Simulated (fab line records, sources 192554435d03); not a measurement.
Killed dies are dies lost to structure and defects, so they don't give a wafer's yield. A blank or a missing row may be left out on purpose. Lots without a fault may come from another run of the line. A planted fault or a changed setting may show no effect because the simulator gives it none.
Split-lot experiment | flow n5_finfet | 7 lots, 21 wafers read, on a route of 1938 steps

THE SPLIT
At N5_MOL_CONTACT_COAG_ALD_27 (deposits SiOC, target thk 17 nm, pulse time 1.5 s, time 2720 s), the setting ald_cycles was moved away from the recipe's 340 on 6 of the 21 wafers read, by -15.6% to +14.1%. The other wafers ran this setting at the recipe's value.

The reading is taken at the split's own step.

THE READING
SiOC_of_MOL_CONTACT_COAG_ALD_27.thk_nm (the simulator's own value, which no gauge read), in nm, at N5_MOL_CONTACT_COAG_ALD_27 (deposits SiOC, target thk 17 nm, pulse time 1.5 s, time 2720 s). The file gives no usual value for it. The 15 wafers here that ran the recipe average 17.0 nm, standard deviation 0.073 nm.

wafer  | tool, chamber at the split | ald_cycles as run | against the recipe | SiOC_of_MOL_CONTACT_COAG_ALD_27.thk_nm, nm | against lot-mates on the recipe
L075.1 | ald_sin-03, 1              | 388               | +14.1%             | 19.2                                       | +2.4
L075.3 | ald_sin-03, 2              | 340               | recipe             | 16.8                                       | -
L075.6 | ald_sin-03, 3              | 388               | +14.1%             | 19.4                                       | +2.6
L076.2 | ald_sin-02, 1,2            | 340               | recipe             | 17                                         | -
L076.6 | ald_sin-02, 1,2            | 340               | recipe             | 17                                         | -
L076.4 | ald_sin-02, 0              | 312               | -8.2%              | 15.6                                       | -1.4
L084.2 | ald_sin-04, 3              | 340               | recipe             | 17.2                                       | -
L084.5 | ald_sin-04, 0              | 377               | +10.9%             | 19                                         | +1.9
L084.6 | ald_sin-04, 1              | 340               | recipe             | 17                                         | -
L085.2 | ald_sin-04, 2,0,0          | 340               | recipe             | 17                                         | -
L085.4 | ald_sin-04, 2,0,0          | 340               | recipe             | 17                                         | -
L085.6 | ald_sin-04, 2,0,0          | 340               | recipe             | 17                                         | -
L089.3 | ald_sin-03, 2,0,3          | 340               | recipe             | 17                                         | -
L089.5 | ald_sin-03, 2,0,3          | 340               | recipe             | 17                                         | -
L089.6 | ald_sin-03, 2,0,3          | 340               | recipe             | 17                                         | -
L091.2 | ald_sin-03, 3              | 340               | recipe             | 17                                         | -
L091.4 | ald_sin-03, 1              | 287               | -15.6%             | 14.2                                       | -2.8
L091.6 | ald_sin-03, 3              | 287               | -15.6%             | 14.4                                       | -2.6
L097.1 | ald_sin-02, 2,3,2          | 340               | recipe             | 17                                         | -
L097.3 | ald_sin-02, 2,3,2          | 340               | recipe             | 17                                         | -
L097.5 | ald_sin-02, 2,3,2          | 340               | recipe             | 17                                         | -
Where a row lists several chambers, the file gives one row for several wafers and doesn't say which wafer went through which chamber.

THE FIT
A straight line over all 21 wafers: SiOC_of_MOL_CONTACT_COAG_ALD_27.thk_nm changes by +0.17 nm for each +1% of ald_cycles; r = +1.00; the points scatter about the line by 0.094 nm.
The same after taking each lot's own level away (the mean of its wafers on the recipe; 21 wafers): +0.175 nm for each +1%; r = +1.00; scatter 0.058 nm.
On that fit, the largest move of ald_cycles shifts the reading by 2.7 nm.
The lots' own levels span 16.80 to 17.10 nm, that is 4.1 times the standard deviation above.
So the lot-to-lot level changes the slope little: the two slopes agree.
Check: with one of the wafers moved furthest among these (-15.6%) left out of the fit, the line predicts -2.68 nm for it against its lot-mates. It came out at -2.8 nm against them.

OTHER SPLITS ON THESE WAFERS
These wafers also went through other splits before the reading. Each is held against what the fit with the lots' levels taken away leaves over:
other split on the same wafers        | wafers away from the commonest value | r with SiOC_of_MOL_CONTACT_COAG_ALD_27.thk_nm (lot level and that fit taken away)
N5_SD_EPI_N_DESCUM_14 time_s          | 5                                    | -0.09
N5_HKMG_FIN_ETCH_54 source_w          | 5                                    | -0.26
N5_HKMG_FIN_ETCH_58 bias_w            | 9                                    | +0.24
N5_HKMG_FIN_ETCH_35 bias_w            | 6                                    | -0.10
N5_MOL_CONTACT_COAG_COAT_103 spin_rpm | 8                                    | +0.38
N5_MOL_CONTACT_COAG_EXPOSE_05 dose_mj | 5                                    | +0.01

THE FILE'S OWN FIT
SiOC_of_MOL_CONTACT_COAG_ALD_27.thk_nm changes by +0.174 nm for each +1% of ald_cycles, r = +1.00.
